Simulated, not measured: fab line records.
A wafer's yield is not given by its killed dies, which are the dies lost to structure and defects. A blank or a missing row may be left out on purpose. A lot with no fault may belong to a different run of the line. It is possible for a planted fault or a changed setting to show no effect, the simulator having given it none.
fab line records	flow nand_harc
[record] lots = 6	wafers = 18	last_day = 34
route steps=1302 shown A_M0@1148 END@1302
lots that met no fault: taken from a fault-free run of the same line
start_h: hours from the record's opening day to when the first of the lot's shown wafers began	wait_h: hours from the lot's prior step to this one	" the same as in the row above	L1.1+2: a single row standing in for several wafers	- either no value or no given start	* or withheld: withheld	< > ~ a bound
route shown NAME@n: names a module that has steps shown in the file, with the first one's number in the route	usual: mean/standard deviation taken from wafers without a fault	same: alike in all rows	chamber/n: place in a boat	sites: the reading at each site	_std_site: the standard deviation of these	_edge_site: mean of outer sites minus mean of inner sites	radius_mm: how far each site lies from the wafer's centre	mask NAME#n: copy n	behind: the last tool/chamber to shape the wafer	hold: why the lot was held/for how many hours/how that ended	device: transistor that didn't switch, given as n, p or np	end of line: at the end of the route, the tests of the same wafers	for a step that has no rows: nothing shown but its recipe	killed: dies lost to structure and defects at the first sort, not the wafer's yield	map: the dies of a wafer, with x for killed, . for not killed, _ for no die there
set.NAME: the setting that was run; set.NAME@STEP: the one run at that earlier step	model.NAME: the simulator's own value behind a step, which no gauge read
lots at selected steps of the route; one table per step, one row per wafer
services: the hour from which a tool's chamber was out of use, counted from the record's first day as start_h (under 0 if before that day), plus the number of hours and why
[[steps]]
[step NHARC_A_M0_OVL_MEAS_10]
[recipe] pitch_nm = 160
[usual] overlay_x_nm = -0.1/0.78	overlay_y_nm = 0.2/0.69
lot.wafer	tool	chamber	start_h	wait_h	overlay_x_nm	overlay_y_nm
L142.1	overlay-01	-	527.24	-	0.5	0.5
L142.4	"	-	"	"	1.1	0.2
L142.5	"	-	"	"	0.6	0.6
L152.1	overlay-01	-	614.64	-	1.4	1.7
L152.3	"	-	"	"	1.5	1.7
L152.6	"	-	"	"	1.4	1.5
L153.4	overlay-02	-	671.98	-	-0.1	0.5
L153.5	"	-	"	"	0.6	0.3
L153.6	"	-	"	"	0.1	0.4
L154.4	overlay-01	-	681.36	-	-0.1	0.6
L154.5	"	-	"	"	-0.5	0.8
L154.6	"	-	"	"	-0.1	0.4
L156.1	overlay-01	-	687.61	-	-1.1	0.6
L156.3	"	-	"	"	-0.7	0.4
L156.4	"	-	"	"	-0.7	0.3
L162.1	overlay-02	-	783.27	-	1.6	0.9
L162.4	"	-	"	"	1.0	0.3
L162.5	"	-	"	"	1.1	0.5
[step NHARC_A_M0_INSPECT_11]
[usual] raw_defect_count = 83/33
lot.wafer	tool	chamber	start_h	wait_h	raw_defect_count
L142.1	defect_inspect-02	-	527.27	0.0	100
L142.4	"	-	"	"	91
L142.5	"	-	"	"	91
L152.1	defect_inspect-01	-	614.68	0.0	107
L152.3	"	-	"	"	105
L152.6	"	-	"	"	110
L153.4	defect_inspect-01	-	672.01	0.0	33
L153.5	"	-	"	"	30
L153.6	"	-	"	"	27
L154.4	defect_inspect-01	-	681.40	0.0	26
L154.5	"	-	"	"	26
L154.6	"	-	"	"	43
L156.1	defect_inspect-02	-	687.64	0.0	128
L156.3	"	-	"	"	110
L156.4	"	-	"	"	100
L162.1	defect_inspect-01	-	783.30	0.0	69
L162.4	"	-	"	"	67
L162.5	"	-	"	"	54
[step NHARC_A_M0_DESCUM_14]
[recipe] time_s = 3	o2_flow_sccm = 200	ar_flow_sccm = 0	bias_power_w = 0	chemistry = O2
[usual] drypump_motor_current_A = 5.7/0.49	oes_product_au = 0.997/0.0072	rf_vpp_V = 57.5/0.9	showerhead_plenum_p_Torr = 1.87/0.079	throttle_valve_pct = 11.311/0.0097
lot.wafer	tool	chamber	start_h	wait_h	drypump_motor_current_A	oes_product_au	rf_hours_counter_h	rf_vpp_V	showerhead_plenum_p_Torr	throttle_valve_pct
L142.4	rie_diel-06	2	527.34	0.1	5.0	0.990	1.2	58.2	1.95	11.336
L142.1	"	0	"	"	5.4	0.998	1.2	58.5	1.80	11.304
L142.5	"	2	"	"	5.0	0.993	-	59.1	1.95	11.316
L152.3	rie_diel-05	3	614.75	0.1	5.2	1.003	0.5	56.8	1.89	11.303
L152.1	"	0	"	"	5.8	1.002	0.6	56.4	2.02	11.320
L152.6	"	3	"	"	5.2	0.998	-	57.1	1.89	11.298
L153.4	rie_diel-05	3	672.08	0.1	5.2	0.997	2.6	58.2	1.89	11.297
L153.6	"	2	"	"	6.2	0.990	-	58.0	1.84	11.315
L153.5	"	3	"	"	5.2	0.999	-	59.0	1.89	11.321
L154.4	rie_diel-06	3	681.46	0.1	5.5	1.001	0.0	58.6	1.78	11.327
L154.6	"	2	"	"	5.0	1.011	-	56.5	1.95	11.326
L154.5	"	3	"	"	5.5	0.998	-	57.8	1.78	11.316
L156.3	rie_diel-05	0	687.70	0.1	5.7	1.002	2.8	58.9	2.02	11.311
L156.1	"	2	"	"	6.1	0.998	3.0	58.0	1.84	11.327
L156.4	"	3	"	"	5.2	0.998	3.0	57.7	1.89	11.311
L162.1	rie_diel-13	3	783.38	0.1	6.3	1.001	6.0	56.7	1.78	11.308
L162.4	"	0	"	"	5.0	1.004	6.1	57.1	1.82	11.323
L162.5	"	2	"	"	5.0	1.004	-	58.0	1.92	11.321
[step NHARC_A_M0_ETCH_34]
[recipe] target_depth_a = 400	overetch_a = 120	time_s = 43.94	ion_energy_ev = 200	n2_flow_sccm = 150	h2_flow_sccm = 150	ar_flow_sccm = 0	rf_w = 400	bias_w = 150	chemistry = N2/H2
[step NHARC_A_M0_ETCH_15]
[recipe] target_depth_a = 1500	overetch_a = 150	time_s = 82.5	c4f8_flow_sccm = withheld	ar_flow_sccm = 400	rf_w = 600	bias_w = 300	chemistry = C4F8/Ar
[usual] bias_w = 300.1/0.71	oes_product_au = 0.956/0.021	rf_vpp_V = 439.3/2.7
lot.wafer	tool	chamber	start_h	wait_h	bias_w	oes_product_au	rf_hours_counter_h	rf_vpp_V
L142.4	rie_diel-06	0	-	-	300.5	0.972	1.2	436.9
L142.1	"	2	"	"	299.5	0.964	1.3	443.0
L142.5	"	1	"	"	300.8	0.963	-	437.9
L152.3	rie_diel-05	3	-	-	299.9	0.965	0.6	441.2
L152.1	"	1	"	"	300.1	0.971	0.6	437.3
L152.6	"	0	"	"	300.1	0.988	-	445.4
L153.4	rie_diel-05	1	-	-	300.6	0.972	2.3	437.6
L153.5	"	2	"	"	300.2	0.968	-	439.2
L153.6	"	3	"	"	300.4	0.969	-	441.5
L154.4	rie_diel-06	1	-	-	300.5	0.975	0.3	436.2
L154.6	"	0	"	"	299.9	0.978	-	435.7
L154.5	"	1	"	"	300.4	0.976	-	436.8
L156.4	rie_diel-05	1	-	-	300.4	0.924	2.8	438.2
L156.3	"	2	"	"	300.2	0.938	3.1	438.3
L156.1	"	0	"	"	299.6	0.934	2.8	444.0
L162.4	rie_diel-13	3	-	-	300.9	0.966	6.1	437.9
L162.1	"	0	"	"	300.9	0.957	6.1	437.4
L162.5	"	3	"	"	300.2	0.961	-	436.2
[step NHARC_A_M0_CD_MEAS_16]
[usual] cd_nm = 80.0/0.73
lot.wafer	tool	chamber	start_h	wait_h	cd_nm
L142.1	cd_sem-01	-	527.63	-	79.8
L142.4	"	-	"	"	80.2
L142.5	"	-	"	"	78.7
L152.1	cd_sem-03	-	615.04	-	79.7
L152.3	"	-	"	"	80.5
L152.6	"	-	"	"	79.8
L153.4	cd_sem-02	-	672.38	-	79.9
L153.5	"	-	"	"	80.1
L153.6	"	-	"	"	79.2
L154.4	cd_sem-02	-	681.76	-	81.1
L154.5	"	-	"	"	79.8
L154.6	"	-	"	"	81.2
L156.1	cd_sem-03	-	688.00	-	79.8
L156.3	"	-	"	"	78.9
L156.4	"	-	"	"	79.8
L162.1	cd_sem-03	-	783.66	-	79.9
L162.4	"	-	"	"	79.5
L162.5	"	-	"	"	78.8
[step NHARC_A_M0_STRIP_18]
[recipe] power_w = 1000	n2_flow_sccm = 150	h2_flow_sccm = 150	ar_flow_sccm = 0	bias_w = 0	chemistry = N2/H2
[usual] drypump_motor_current_A = 5.6/0.54	oes_product_au = 1.001/0.0087	rf_vpp_V = 90.3/0.91	showerhead_plenum_p_Torr = 1.97/0.078	throttle_valve_pct = 14.172/0.0094
[same] bias_w = 0
lot.wafer	tool	chamber	start_h	wait_h	drypump_motor_current_A	oes_product_au	rf_hours_counter_h	rf_vpp_V	showerhead_plenum_p_Torr	throttle_valve_pct
L142.1	rie_diel-05	1	527.76	0.1	6.2	0.997	5	89.3	1.93	14.168
L142.4	"	2	"	"	6.2	1.004	5	90.5	1.96	14.174
L142.5	"	3	"	"	5.2	0.991	-	91.4	2.02	14.164
L152.1	rie_diel-06	1	615.14	0.1	6.4	0.999	9	88.3	1.92	14.167
L152.3	"	2	"	"	5.0	0.994	9	90.5	2.08	14.156
L152.6	"	1	"	"	6.4	1.005	-	89.6	1.92	14.160
L153.4	rie_diel-13	0	672.47	0.1	5.1	0.997	7	91.0	1.94	14.174
L153.6	"	3	"	"	6.3	0.998	-	90.2	1.90	14.171
L153.5	"	0	"	"	5.1	1.008	-	90.1	1.94	14.178
L154.4	rie_diel-05	2	681.89	0.1	6.2	1.005	3	91.1	1.96	14.157
L154.5	"	0	"	"	5.7	1.000	-	90.4	2.16	14.168
L154.6	"	1	"	"	6.2	0.988	-	90.0	1.92	14.175
L156.4	rie_diel-13	2	688.08	0.1	5.0	1.007	6	90.6	2.04	14.183
L156.3	"	3	"	"	6.4	0.998	8	89.3	1.90	14.178
L156.1	"	0	"	"	5.1	1.009	8	90.3	1.94	14.185
L162.4	rie_diel-06	2	783.76	0.1	5.0	1.008	9	92.7	2.07	14.178
L162.1	"	3	"	"	5.5	0.989	9	90.1	1.89	14.158
L162.5	"	1	"	"	6.4	0.990	-	89.9	1.92	14.170
[step NHARC_A_M0_STRIP_19]
[recipe] time_s = 600	temp_c = 30	chemistry = post_etch_residue_remover
[step NHARC_A_M0_DEGAS_28]
[recipe] temp_c = 250	time_s = 60
[step NHARC_A_M0_PRE_CLEAN_29]
[recipe] time_s = 30	temp_c = 280	gas = H2/He
[usual] heater_power_w = 407/40
lot.wafer	tool	chamber	start_h	wait_h	heater_power_w
L142.4	pvd_sputter-02	-	-	-	459
L142.1	"	-	"	"	360
L142.5	"	-	"	"	413
L152.1	pvd_sputter-01	-	-	-	459
L152.3	"	-	"	"	379
L152.6	"	-	"	"	464
L153.4	pvd_sputter-02	-	-	-	357
L153.5	"	-	"	"	367
L153.6	"	-	"	"	344
L154.4	pvd_sputter-03	-	-	-	364
L154.6	"	-	"	"	454
L154.5	"	-	"	"	366
L156.3	pvd_sputter-03	-	-	-	369
L156.1	"	-	"	"	450
L156.4	"	-	"	"	421
L162.1	pvd_sputter-01	-	-	-	446
L162.4	"	-	"	"	411
L162.5	"	-	"	"	392
[step NHARC_A_M0_PVD_20]
[recipe] target_thk_a = 50	bias_v = 168.6	power_w = 15000	chamber_pressure_pa = 0.12	time_s = 8.06	substrate_temp_c = 50	material = TaN
[step NHARC_A_M0_PVD_21]
[recipe] target_thk_a = 300	chamber_pressure_pa = 5	power_w = 5000	substrate_temp_c = 30	time_s = 20.49	material = Cu
[step NHARC_A_M0_ECD_22]
[recipe] target_thk_a = 4000	bath_temp_c = 25	material = Cu
[usual] bath_heat_duty_pct = 6.4/0.57
lot.wafer	tool	chamber	start_h	wait_h	bath_heat_duty_pct
L142.1	ecd_cu-01	1	528.67	-	7.0
L142.4	"	1	"	"	6.5
L142.5	"	1	"	"	7.1
L152.1	ecd_cu-02	1	616.01	-	7.2
L152.3	"	0	"	"	5.7
L152.6	"	1	"	"	6.8
L153.4	ecd_cu-01	1	673.45	-	6.9
L153.6	"	1	"	"	6.2
L153.5	"	0	"	"	5.6
L154.4	ecd_cu-02	1	682.91	-	7.2
L154.6	"	0	"	"	6.2
L154.5	"	1	"	"	6.2
L156.1	ecd_cu-02	0	688.98	-	6.1
L156.4	"	0	"	"	6.7
L156.3	"	1	"	"	6.0
L162.1	ecd_cu-02	0	784.69	-	6.3
L162.4	"	0	"	"	5.2
L162.5	"	0	"	"	5.9
[step NHARC_A_M0_ANNEAL_30]
[recipe] temp_c = 225	time_s = 90
[usual] anneal_temp_c = 225.01/0.17	wafer_temp_C_max = 225.69/0.22
lot.wafer	tool	chamber	start_h	wait_h	anneal_temp_c	wafer_temp_C_max
L142.1	rtp_anneal-01	0	529.00	0.3	224.93	225.65
L142.4	"	0	"	"	225.05	225.62
L142.5	"	0	"	"	225.01	225.97
L152.1	rtp_anneal-01	0	616.39	-	224.78	225.91
L152.3	"	0	"	"	224.86	225.88
L152.6	"	0	"	"	225.33	226.19
L153.4	rtp_anneal-01	0	673.88	0.4	225.02	225.59
L153.5	"	0	"	"	225.09	225.63
L153.6	"	0	"	"	224.91	225.67
L154.4	rtp_anneal-01	0	683.30	-	225.04	225.93
L154.5	"	0	"	"	224.66	225.77
L154.6	"	0	"	"	224.88	225.63
L156.1	rtp_anneal-02	0	689.36	0.3	224.98	225.53
L156.3	"	0	"	"	225.23	225.25
L156.4	"	0	"	"	224.87	225.51
L162.1	rtp_anneal-01	0	785.02	-	224.80	225.22
L162.4	"	0	"	"	225.18	225.35
L162.5	"	0	"	"	224.92	225.46
[step NHARC_A_M0_CMP_23]
[recipe] t_overpolish_s = 20	target_thk_nm = 113.75
[usual] motor_current_A = 11.8/1	pad_life_wafers = 184/96	time_to_endpoint_s = 28.3/2.2
lot.wafer	tool	chamber	start_h	wait_h	motor_current_A	pad_life_wafers	time_to_endpoint_s
L142.4	cmp-04	3	529.34	-	12.5	54	26.2
L142.1	"	1	"	"	12.1	56	29.0
L142.5	"	0	"	"	11.3	-	27.7
L152.1	cmp-02	1	616.77	-	11.6	313	29.3
L152.3	"	3	"	"	10.9	315	26.0
L152.6	"	0	"	"	13.1	-	29.7
L153.4	cmp-03	2	674.16	-	13.4	45	29.2
L153.5	"	3	"	"	12.1	-	29.2
L153.6	"	0	"	"	12.2	-	32.2
L154.4	cmp-03	1	683.54	-	10.9	86	28.7
L154.6	"	3	"	"	11.6	-	40.0
L154.5	"	0	"	"	12.1	-	26.8
L156.1	cmp-03	0	689.74	-	12.3	115	39.0
L156.4	"	1	"	"	10.6	116	31.1
L156.3	"	2	"	"	13.3	117	27.6
L162.4	cmp-02	0	785.42	-	13.8	170	31.0
L162.1	"	1	"	"	11.5	171	31.6
L162.5	"	3	"	"	11.1	-	25.4
[step NHARC_A_M0_THK_MEAS_24]
[recipe] thk_meas_gauge = xrf
[usual] thk_nm = 113.3/1.3
lot.wafer	tool	chamber	start_h	wait_h	thk_nm
L142.1	film_metro-01	-	529.66	-	115.1
L142.4	"	-	"	"	112.3
L142.5	"	-	"	"	114.2
L152.1	film_metro-01	-	617.05	-	112.0
L152.3	"	-	"	"	111.9
L152.6	"	-	"	"	110.1
L153.4	film_metro-01	-	674.39	-	112.5
L153.5	"	-	"	"	113.3
L153.6	"	-	"	"	115.0
L154.4	film_metro-02	-	683.81	-	111.8
L154.5	"	-	"	"	114.4
L154.6	"	-	"	"	112.1
L156.1	film_metro-02	-	690.02	-	116.2
L156.3	"	-	"	"	114.0
L156.4	"	-	"	"	112.2
L162.1	film_metro-02	-	785.68	-	114.7
L162.4	"	-	"	"	114.0
L162.5	"	-	"	"	114.7
[step NHARC_END_SORT_01]
[recipe] temp_c = 25
[usual] defect_limited_yield = 90.8/2.2	killed_at_array = 58/15	killed_at_other = 0.8/1.2	killed_at_periphery = 3.5/2.5	killed_dies = 62/15	killed_open = 3.2/1.7	killed_short = 2.4/1.5
[same] gross_dies = 677
lot.wafer	tool	chamber	start_h	wait_h	defect_limited_yield[%]	killed_at_array	killed_at_other	killed_at_periphery	killed_dies	killed_open	killed_short
L152.1	prober-02	0	659.68	2.5	91.0	58	0	3	61	4	0
L152.3	prober-02	0	661.25	3.1	89.5	66	1	4	71	2	1
L152.6	prober-02	0	663.62	3.9	89.2	68	0	5	73	4	3
// killed by level:class
L152.1 A_SLIT:chamber_film_flake=29 A_CHANNEL_HOLE_D1:chamber_film_flake=24 P_M2:geometric_particle:open=1 A_ONON_D2:geometric_particle:open=1 A_SGD_CUT:geometric_particle:open=1 A_WL_FILL:geometric_particle:open=1 P_GATE:chamber_film_flake=1 P_BONDPAD:chamber_film_flake=1
L152.3 A_CHANNEL_HOLE_D1:chamber_film_flake=32 A_SLIT:chamber_film_flake=27 A_CONTACT:chamber_film_flake=4 P_BONDPAD:chamber_film_flake=2 P_CONTACT:geometric_particle:open=1 A_BLC:geometric_particle:open=1 A_M1:geometric_particle:short=1 P_ZERO_WELL:chamber_film_flake=1
L152.6 A_CHANNEL_HOLE_D1:chamber_film_flake=30 A_SLIT:chamber_film_flake=26 P_BONDPAD:chamber_film_flake=3 A_CONTACT:chamber_film_flake=3 A_ONON_D1:geometric_particle:open=2 A_SGD_CUT:geometric_particle:short=2 P_CONTACT:geometric_particle:open=1 A_ONON_D2:geometric_particle:short=1
[[services]]
tool	chamber	start_h	hours	kind
cmp-03	-	518.40	1.3	repair
rie_diel-13	-	519.00	9.0	pm
rie_diel-05	2	537.24	7.2	repair
rie_diel-13	-	541.21	0.1	repair
rie_diel-13	1	547.43	2.7	repair
cmp-03	-	554.84	4.0	pm
rie_diel-06	2	562.81	5.6	repair
rie_diel-13	2	577.55	21.9	repair
rie_diel-05	-	583.60	9.0	pm
ecd_cu-02	-	596.00	8.0	pm
cmp-03	-	596.86	0.6	repair
cmp-03	-	601.56	4.1	repair
cmp-03	-	610.23	36.3	repair
ecd_cu-02	-	632.34	5.1	repair
rie_diel-06	1	648.42	4.4	repair
cmp-03	-	652.84	4.0	pm
rie_diel-06	-	661.20	9.0	pm
rie_diel-06	3	673.63	5.6	repair
rie_diel-13	-	696.00	9.0	pm
rie_diel-05	0	735.03	2.0	repair
cmp-03	-	750.84	4.0	pm
rie_diel-05	-	760.60	9.0	pm
ecd_cu-02	-	772.00	8.0	pm
rie_diel-05	0	778.20	8.0	repair
[[key]]
[first_sign] step = NHARC_A_M0_CMP_23	reading = time_to_endpoint_s	direction = up	sigmas = 5.1	usual = *	struck = *
effect none on later readings
met_at NHARC_A_M0_ECD_22
struck_wafers L154.6,L156.1
onset_between 616.01 682.91
[fault] kind = process_parameter_drift	tool = ecd_cu-02	chamber = -	onset_h = 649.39	steps = NHARC_A_M0_ECD_22	channel = target_thk_a	offset = *	shape = step	end_h = 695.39	scope = struck_wafers_only	acts_in = *	stated = *
